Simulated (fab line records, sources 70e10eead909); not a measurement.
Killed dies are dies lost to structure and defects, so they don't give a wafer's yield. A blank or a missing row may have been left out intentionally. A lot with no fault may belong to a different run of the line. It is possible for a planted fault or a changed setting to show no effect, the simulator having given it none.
The tool behind it: which one? / flow nand_harc / 13 lots with 39 wafers sampled at 5 steps, on a route of 1159 steps

## WHAT THE GAUGES READ, wafer by wafer
NHARC_END_SORT_01.
lot=L165; measured=day 21 09:51; on=prober-01; killed_at_array=201 27 24; killed_at_other=0 1 1; killed_at_periphery=2 5 3; killed_dies=203 33 28; killed_open=4 5 4; killed_short=5 4 3
lot=L167; measured=day 21 17:37; on=prober-02; killed_at_array=175 20 213; killed_at_other=1 0 0; killed_at_periphery=3 1 4; killed_dies=179 21 217; killed_open=5 2 1; killed_short=2 1 1
lot=L166; measured=day 21 21:32; on=prober-01; killed_at_array=198 31 27; killed_at_other=3 6 1; killed_at_periphery=4 4 4; killed_dies=205 41 32; killed_open=2 3 2; killed_short=3 0 1

## EACH LOT AND THE TOOL THAT RAN IT (in order: tool; ch and the chambers of the sampled wafers; start)
lot=L160; NHARC_A_CONTACT_ETCH_111=har_cap_etch-03 ch 0,1, day 16 22:26; NHARC_A_CONTACT_ETCH_118=har_cap_etch-03 ch 0,1, day 16 23:10; NHARC_A_CONTACT_ETCH_122=har_cap_etch-03 ch 0,1, day 16 23:32; NHARC_A_CONTACT_ETCH_96=rie_diel-07 ch 1,2,3, day 17 00:25
lot=L161; NHARC_A_CONTACT_ETCH_111=har_cap_etch-02 ch 0,1, day 16 23:59; NHARC_A_CONTACT_ETCH_118=har_cap_etch-02 ch 0,1, day 17 00:43; NHARC_A_CONTACT_ETCH_122=har_cap_etch-02 ch 0,1, day 17 01:05; NHARC_A_CONTACT_ETCH_96=rie_diel-07 ch 1,3, day 17 01:56
lot=L159; NHARC_A_CONTACT_ETCH_111=har_cap_etch-02 ch 0,1, day 17 04:09; NHARC_A_CONTACT_ETCH_118=har_cap_etch-02 ch 0,1, day 17 05:01; NHARC_A_CONTACT_ETCH_122=har_cap_etch-02 ch 0,1, day 17 05:30; NHARC_A_CONTACT_ETCH_96=rie_diel-07 ch 0,1,3, day 17 06:28
lot=L163; NHARC_A_CONTACT_ETCH_111=har_cap_etch-02 ch 0,1, day 17 08:07; NHARC_A_CONTACT_ETCH_118=har_cap_etch-02 ch 0,1, day 17 09:04; NHARC_A_CONTACT_ETCH_122=har_cap_etch-02 ch 0,1, day 17 09:34; NHARC_A_CONTACT_ETCH_96=rie_diel-07 ch 0,1,3, day 17 10:29
lot=L165; NHARC_A_CONTACT_ETCH_111=har_cap_etch-01 ch 0,1, day 18 11:35; NHARC_A_CONTACT_ETCH_118=har_cap_etch-01 ch 0,1, day 18 12:18; NHARC_A_CONTACT_ETCH_122=har_cap_etch-01 ch 0,1, day 18 12:40; NHARC_A_CONTACT_ETCH_96=rie_diel-07 ch 0,2,3, day 18 13:29
lot=L167; NHARC_A_CONTACT_ETCH_111=har_cap_etch-03 ch 0,1, day 18 18:41; NHARC_A_CONTACT_ETCH_118=har_cap_etch-03 ch 0,1, day 18 19:38; NHARC_A_CONTACT_ETCH_122=har_cap_etch-03 ch 0,1, day 18 20:08; NHARC_A_CONTACT_ETCH_96=rie_diel-07 ch 0,1,3, day 18 21:04
lot=L166; NHARC_A_CONTACT_ETCH_111=har_cap_etch-03 ch 0,1, day 18 22:13; NHARC_A_CONTACT_ETCH_118=har_cap_etch-03 ch 0,1, day 18 23:13; NHARC_A_CONTACT_ETCH_122=har_cap_etch-03 ch 0,1, day 18 23:42; NHARC_A_CONTACT_ETCH_96=rie_diel-07 ch 1,2,3, day 19 00:40
lot=L169; NHARC_A_CONTACT_ETCH_111=har_cap_etch-01 ch 0,1, day 19 14:50; NHARC_A_CONTACT_ETCH_118=har_cap_etch-01 ch 0,1, day 19 15:35; NHARC_A_CONTACT_ETCH_122=har_cap_etch-01 ch 0,1, day 19 15:57; NHARC_A_CONTACT_ETCH_96=rie_diel-01 ch 2,3, day 19 16:54
lot=L175; NHARC_A_CONTACT_ETCH_111=har_cap_etch-03 ch 0,1, day 21 16:53; NHARC_A_CONTACT_ETCH_118=har_cap_etch-03 ch 0,1, day 21 17:37; NHARC_A_CONTACT_ETCH_122=har_cap_etch-03 ch 0,1, day 21 17:59; NHARC_A_CONTACT_ETCH_96=rie_diel-07 ch 1,2, day 21 18:56
lot=L178; NHARC_A_CONTACT_ETCH_111=har_cap_etch-01 ch 0,1, day 21 20:44; NHARC_A_CONTACT_ETCH_118=har_cap_etch-01 ch 0,1, day 21 21:29; NHARC_A_CONTACT_ETCH_122=har_cap_etch-01 ch 0,1, day 21 21:50; NHARC_A_CONTACT_ETCH_96=rie_diel-07 ch 0,2,3, day 21 22:40
lot=L179; NHARC_A_CONTACT_ETCH_111=har_cap_etch-02 ch 0,1, day 21 20:55; NHARC_A_CONTACT_ETCH_118=har_cap_etch-02 ch 0,1, day 21 21:40; NHARC_A_CONTACT_ETCH_122=har_cap_etch-02 ch 0,1, day 21 22:01; NHARC_A_CONTACT_ETCH_96=rie_diel-13 ch 1,2,3, day 21 22:51
lot=L177; NHARC_A_CONTACT_ETCH_111=har_cap_etch-03 ch 0,1, day 22 06:13; NHARC_A_CONTACT_ETCH_118=har_cap_etch-03 ch 0,1, day 22 06:56; NHARC_A_CONTACT_ETCH_122=har_cap_etch-03 ch 0,1, day 22 07:17; NHARC_A_CONTACT_ETCH_96=rie_diel-01 ch 0,1,3, day 22 08:08
lot=L180; NHARC_A_CONTACT_ETCH_111=har_cap_etch-02 ch 1, day 22 08:07; NHARC_A_CONTACT_ETCH_118=har_cap_etch-02 ch 1, day 22 08:50; NHARC_A_CONTACT_ETCH_122=har_cap_etch-02 ch 1, day 22 09:12; NHARC_A_CONTACT_ETCH_96=rie_diel-01 ch 0,1, day 22 10:04
- NHARC_A_CONTACT_ETCH_111: etches the open film in C4F8/O2/Ar, time 140 s, target depth 700 nm.
- NHARC_A_CONTACT_ETCH_118: etches the open film in C4F8/O2/Ar, time 94 s, target depth 922 nm.
- NHARC_A_CONTACT_ETCH_122: etches the open film in C4F8/O2/Ar, time 95 s, target depth 930 nm.
- NHARC_A_CONTACT_ETCH_96: etches the open film in C4F6/O2, target depth 20 nm, time 10 s.

## WHAT THE TOOLS THEMSELVES READ (means of the sampled wafers that have a number; where no wafer has one, the mark that the record gives instead)
NHARC_A_CONTACT_ETCH_111.
lot=L160; tool=har_cap_etch-03; run_length_s (s)=141.2
lot=L161; tool=har_cap_etch-02; run_length_s (s)=141.3
lot=L159; tool=har_cap_etch-02; run_length_s (s)=141.5
lot=L163; tool=har_cap_etch-02; run_length_s (s)=141.6
lot=L165; tool=har_cap_etch-01; run_length_s (s)=141.1
lot=L167; tool=har_cap_etch-03; run_length_s (s)=141.5
lot=L166; tool=har_cap_etch-03; run_length_s (s)=141.1
lot=L169; tool=har_cap_etch-01; run_length_s (s)=140.9
lot=L175; tool=har_cap_etch-03; run_length_s (s)=141.2
lot=L178; tool=har_cap_etch-01; run_length_s (s)=141.0
lot=L179; tool=har_cap_etch-02; run_length_s (s)=141.4
lot=L177; tool=har_cap_etch-03; run_length_s (s)=141.2
lot=L180; tool=har_cap_etch-02; run_length_s (s)=141.7

NHARC_A_CONTACT_ETCH_96.
lot=L160; tool=rie_diel-07; drypump_motor_current_A (A)=5.8; oes_product_au (a.u.)=0.953; rf_vpp_V (V)=544; run_length_s (s)=31.1; showerhead_plenum_p_Torr (Torr)=3.77; throttle_valve_pct (%)=26.907
lot=L161; tool=rie_diel-07; drypump_motor_current_A (A)=5.9; oes_product_au (a.u.)=0.996; rf_vpp_V (V)=546; run_length_s (s)=31.5; showerhead_plenum_p_Torr (Torr)=3.89; throttle_valve_pct (%)=26.910
lot=L159; tool=rie_diel-07; drypump_motor_current_A (A)=5.6; oes_product_au (a.u.)=0.952; rf_vpp_V (V)=547; run_length_s (s)=31.3; showerhead_plenum_p_Torr (Torr)=3.93; throttle_valve_pct (%)=26.902
lot=L163; tool=rie_diel-07; drypump_motor_current_A (A)=5.6; oes_product_au (a.u.)=0.946; rf_vpp_V (V)=547; run_length_s (s)=31.3; showerhead_plenum_p_Torr (Torr)=3.93; throttle_valve_pct (%)=26.895
lot=L165; tool=rie_diel-07; drypump_motor_current_A (A)=5.6; oes_product_au (a.u.)=1.010; rf_vpp_V (V)=549; run_length_s (s)=30.2; showerhead_plenum_p_Torr (Torr)=4.00; throttle_valve_pct (%)=26.896
lot=L167; tool=rie_diel-07; drypump_motor_current_A (A)=5.6; oes_product_au (a.u.)=0.948; rf_vpp_V (V)=547; run_length_s (s)=29.1; showerhead_plenum_p_Torr (Torr)=3.93; throttle_valve_pct (%)=26.906
lot=L166; tool=rie_diel-07; drypump_motor_current_A (A)=5.8; oes_product_au (a.u.)=1.006; rf_vpp_V (V)=548; run_length_s (s)=30.0; showerhead_plenum_p_Torr (Torr)=3.96; throttle_valve_pct (%)=26.902
lot=L169; tool=rie_diel-01; drypump_motor_current_A (A)=6.0; oes_product_au (a.u.)=0.987; rf_vpp_V (V)=547; run_length_s (s)=30.7; showerhead_plenum_p_Torr (Torr)=3.97; throttle_valve_pct (%)=26.906
lot=L175; tool=rie_diel-07; drypump_motor_current_A (A)=5.6; oes_product_au (a.u.)=0.961; rf_vpp_V (V)=551; run_length_s (s)=31.0; showerhead_plenum_p_Torr (Torr)=4.14; throttle_valve_pct (%)=26.900
lot=L178; tool=rie_diel-07; drypump_motor_current_A (A)=5.5; oes_product_au (a.u.)=0.944; rf_vpp_V (V)=548; run_length_s (s)=31.3; showerhead_plenum_p_Torr (Torr)=4.00; throttle_valve_pct (%)=26.916
lot=L179; tool=rie_diel-13; drypump_motor_current_A (A)=5.8; oes_product_au (a.u.)=0.957; rf_vpp_V (V)=546; run_length_s (s)=30.9; showerhead_plenum_p_Torr (Torr)=3.89; throttle_valve_pct (%)=26.902
lot=L177; tool=rie_diel-01; drypump_motor_current_A (A)=5.6; oes_product_au (a.u.)=1.006; rf_vpp_V (V)=544; run_length_s (s)=31.3; showerhead_plenum_p_Torr (Torr)=3.77; throttle_valve_pct (%)=26.899
lot=L180; tool=rie_diel-01; drypump_motor_current_A (A)=5.5; oes_product_au (a.u.)=0.996; rf_vpp_V (V)=543; run_length_s (s)=31.4; showerhead_plenum_p_Torr (Torr)=3.70; throttle_valve_pct (%)=26.903

## THE ANSWER, worked out from the rows above alone
Rule: what is usual is taken from the lots themselves. Put in order of their means at a reading, lots are off if they are a third of the lots or fewer, leave a main group of 4 or more, and stand apart from it by a gap of 3 or more times the standard deviation of the main group's means; of several such gaps the widest counts. Not used: any main group whose means are identical at the precision the tables above print for the reading. Also off: a lot with no number at a reading for which 4 or more lots have one. Any other lot the step has rows for is counted as sound. Order of review: gauges by route order, followed by the tools' own readings, for which a lot's mean as printed above is used. The first step at which some lot is off is used, and at that step the reading that is off furthest; a lot without a number counts as furthest.
None of the lots is off at any reading shown; this tells nothing.

## WHAT THE SIMULATOR HAD INSERTED
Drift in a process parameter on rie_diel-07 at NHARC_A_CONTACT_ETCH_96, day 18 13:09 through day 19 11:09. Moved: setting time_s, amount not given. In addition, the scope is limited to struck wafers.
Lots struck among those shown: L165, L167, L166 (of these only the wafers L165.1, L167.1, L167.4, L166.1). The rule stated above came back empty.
